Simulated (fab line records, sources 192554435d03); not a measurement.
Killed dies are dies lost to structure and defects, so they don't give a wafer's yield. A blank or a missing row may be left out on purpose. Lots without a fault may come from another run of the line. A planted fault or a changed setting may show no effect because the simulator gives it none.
Chamber matching | flow n5_finfet | N5_BEOL_M8_STRIP_36 on rie_diel-05: 4 sister chambers
The step strips in N2/H2. 4 wafers are shown with their chamber, then 10 later ones without.

WAFERS WITH THEIR CHAMBER
wafer  | chamber | throttle_valve_pct (%)
L078.2 | 1       | 23.0
L086.1 | 0       | 23.5
L086.4 | 2       | 24.4
L086.5 | 3       | 23.9

WAFERS WITHOUT THEIR CHAMBER
wafer  | throttle_valve_pct (%)
L086.6 | 23.5
L089.1 | 23.5
L089.2 | 24.5
L089.3 | 23.0
L089.4 | 23.9
L089.5 | 24.5
L089.6 | 23.1
L093.3 | 23.9
L093.4 | 24.5
L093.5 | 23.9

WHICH CHAMBER EACH WENT THROUGH
wafer  | from the rows above | in truth
L086.6 | 0                   | 0
L089.1 | 0                   | 0
L089.2 | 2                   | 2
L089.3 | 1                   | 1
L089.4 | 3                   | 3
L089.5 | 2                   | 2
L089.6 | 1                   | 1
L093.3 | 3                   | 3
L093.4 | 2                   | 2
L093.5 | 3                   | 3
Placed correctly: 10 of 10. Can't be placed from these rows: 0. Placed wrongly: 0.
How it was worked out, from the rows above alone: a wafer's distance from a chamber is the root of the sum, over the readings, of the square of ((its reading less the chamber's mean) divided by the reading's scatter). The wafer belongs to the nearest chamber; if the next one is less than 2 further off, it can't be placed. A chamber's mean is the mean of its shown wafers. The scatter: with one shown wafer a chamber, the root of the mean of the squares of how far each hidden wafer lies from its nearest shown one.
